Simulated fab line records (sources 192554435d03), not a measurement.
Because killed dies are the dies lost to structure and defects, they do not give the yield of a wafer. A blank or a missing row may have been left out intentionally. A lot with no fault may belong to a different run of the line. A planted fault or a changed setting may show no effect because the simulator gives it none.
Split-lot trial -- flow n5Finfet -- route with 1938 steps; 7 lots, 21 wafers read

ON THE SPLIT
At N5_BEOL_M3_ALD_98 (deposits SiO2, target thk 2.5 nm, pulse time 1 s, co reactant pulse time 1 s), the setting aldCycles was moved away from the recipe's 17 on 8 of the 21 wafers read, by -17.6% to +11.8%. This setting was run at the recipe's value on the other wafers.

The reading comes from the split's own step.

THE READING
SiO2_of_BEOL_M3_ALD_98.thkNm (the simulator's own value, which no gauge read), in nm, at N5_BEOL_M3_ALD_98 (deposits SiO2, target thk 2.5 nm, pulse time 1 s, co reactant pulse time 1 s). No usual value for it is given in the file. Across the 13 wafers here that went through the recipe, the average is 2.5 nm and the standard deviation 0.1 nm.

wafer,"tool, chamber at the split",aldCycles as run,against the recipe,"SiO2_of_BEOL_M3_ALD_98.thkNm, nm",against lot-mates on the recipe
L075.1,"aldSin-03, 1,3",17,recipe,2.6,-
L075.6,"aldSin-03, 1,3",17,recipe,2.6,-
L075.5,"aldSin-03, 2",19,+11.8%,2.8,+0.2
L083.2,"aldSin-03, 1,2,1",17,recipe,2.4,-
L083.5,"aldSin-03, 1,2,1",17,recipe,2.4,-
L083.6,"aldSin-03, 1,2,1",17,recipe,2.4,-
L086.2,"aldSin-02, 2",14,-17.6%,2,-0.5
L086.3,"aldSin-02, 0",17,recipe,2.6,-
L086.4,"aldSin-02, 3",17,recipe,2.4,-
L087.1,"aldSin-03, 0,3",18,+5.9%,2.6,+0.2
L087.4,"aldSin-03, 0,3",18,+5.9%,2.6,+0.2
L087.6,"aldSin-03, 2",17,recipe,2.4,-
L090.1,"aldSin-01, 3",15,-11.8%,2.2,-0.4
L090.5,"aldSin-01, 3",15,-11.8%,2.2,-0.4
L090.4,"aldSin-01, 2",17,recipe,2.6,-
L091.2,"aldSin-01, 3",17,recipe,2.6,-
L091.6,"aldSin-01, 3",17,recipe,2.6,-
L091.4,"aldSin-01, 0",17,recipe,2.4,-
L095.1,"aldSin-02, 3,1",15,-11.8%,2.2,-0.2
L095.2,"aldSin-02, 3,1",15,-11.8%,2.2,-0.2
L095.3,"aldSin-02, 2",17,recipe,2.4,-
When a row names more than one chamber, that row covers several wafers, and the file does not tell which wafer ran in which chamber.

FIT RESULTS
A straight line over all 21 wafers: SiO2_of_BEOL_M3_ALD_98.thkNm changes by +0.0253 nm for each +1% of aldCycles; r = +0.91; the points scatter about the line by 0.084 nm.
The same after taking each lot's own level away (the mean of its wafers on the recipe; 21 wafers): +0.0257 nm for each +1%; r = +0.93; scatter 0.074 nm.
On that fit, the largest move of aldCycles shifts the reading by 0.45 nm.
From 2.40 to 2.60 nm: that is the span of the lots' own levels, equal to 2.0 times the standard deviation above.
So the lot-to-lot level changes the slope little: the two slopes agree.
Check: for one of the wafers moved furthest among these (-17.6%), held out of the fit, the line's prediction against its lot-mates is -0.437 nm. It came out at -0.5 nm against them.

THE OTHER SPLITS THESE WAFERS WENT THROUGH
These wafers also went through other splits before the reading. Each is held against what the fit with the lots' levels taken away leaves over:
other split on the same wafers,wafers away from the commonest value,r with SiO2_of_BEOL_M3_ALD_98.thkNm (lot level and that fit taken away)
N5_BEOL_M0_SAQP_SPACER1_ALD_98 aldCycles,8,-0.26
N5_BEOL_M1_COAT_61 spinRpm,10,+0.12
N5_BEOL_M1_COAT_05 spinRpm,12,-0.36
N5_BEOL_M2_ETCH_70 timeS,8,+0.01
N5_BEOL_M2_TRENCH_ETCH_37 biasW,10,+0.13

THE FILE'S OWN FIT
SiO2_of_BEOL_M3_ALD_98.thkNm changes by +0.0255 nm for each +1% of aldCycles, r = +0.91.
